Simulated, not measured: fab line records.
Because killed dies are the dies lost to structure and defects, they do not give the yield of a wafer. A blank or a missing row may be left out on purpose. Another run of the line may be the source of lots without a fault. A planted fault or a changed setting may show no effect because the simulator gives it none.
One fault seen from 2 desks -- flow n5_finfet -- what lay behind the numbers comes last; until then each desk has only its own

## DESK OF THE TOOL OWNER: ald_metal-04
The tool's own readings at N5_MOL_CONTACT_COAG_ALD_20 (deposits TiN, target thk 1.5 nm, pulse time 1 s, purge time 3 s): means of the sampled wafers that have a number, for each lot that ran on this tool. A lot is out of limits, marked OUT, if its mean lies more than 4 standard deviations from the usual mean; the brackets give that distance.
Columns: A = heater_power_w at N5_MOL_CONTACT_COAG_ALD_20, usual 851 W; B = precursor_pulse_height_rel at N5_MOL_CONTACT_COAG_ALD_20, usual 1.000
lot,first seen here,A,B
L343,day 5 13:56,805,1.000
L345,day 5 23:11,727,1.019
L347,day 6 15:14,802,0.997
L358,day 9 02:14,844,0.993
L359,day 9 13:23,882,0.994
L360,day 9 15:31,804,0.994
Result from this desk: across the 6 lots, nothing is out of limits.

## THE METROLOGY DESK
Lot by lot, what the gauges showed, no matter which tool ran the lot: averages of those sampled wafers that carry a number. A lot is out of limits, marked OUT, if its mean lies more than 4 standard deviations from the usual mean; the brackets give that distance. Shown here are 7 of its 10 readings, the ones lying furthest out on some lot.
Columns: A = DIBL_P at N5_BEOL_M4_RC_MEAS_101, usual 37.3 mV/V; B = IOFF_N at N5_BEOL_M4_RC_MEAS_101, usual 0.16 nA/um; C = IOFF_P at N5_BEOL_M4_RC_MEAS_101, usual 0.22 nA/um; D = ION_N at N5_BEOL_M4_RC_MEAS_101, usual 673 uA/um; E = ION_P at N5_BEOL_M4_RC_MEAS_101, usual 463 uA/um; F = SS_N at N5_BEOL_M4_RC_MEAS_101, usual 71.6 mV/dec; G = VT_P at N5_BEOL_M4_RC_MEAS_101, usual -250 mV
lot,first seen here,A,B,C,D,E,F,G
L340,day 7 21:47,40.3,0.22,0.29,682,470,72.3,-246
L343,day 8 18:08,38.1,0.17,0.23,676,466,71.9,-249
L345,day 9 07:04,34.3,0.15,0.18,670,453,71.1,-255
L347,day 10 02:21,38.0,0.18,0.23,672,463,71.7,-249
L358,day 12 07:57,34.8,0.13,0.20,658,454,71.5,-252
L359,day 13 03:25,37.8,0.17,0.23,684,469,71.6,-250
L360,day 13 16:40,34.7,0.14,0.18,668,456,70.7,-255
L362,day 13 19:45,38.9,0.17,0.23,668,457,72.1,-253
L361,day 13 20:19,38.0,0.15,0.22,671,465,71.6,-250
Result from this desk: across the 9 lots, nothing is out of limits.

## ALL TOGETHER
Nothing out of limits was seen by the tool owner's desk.
At the metrology desk, nothing out of limits was observed.

## WHAT WAS PUT IN BY THE SIMULATOR
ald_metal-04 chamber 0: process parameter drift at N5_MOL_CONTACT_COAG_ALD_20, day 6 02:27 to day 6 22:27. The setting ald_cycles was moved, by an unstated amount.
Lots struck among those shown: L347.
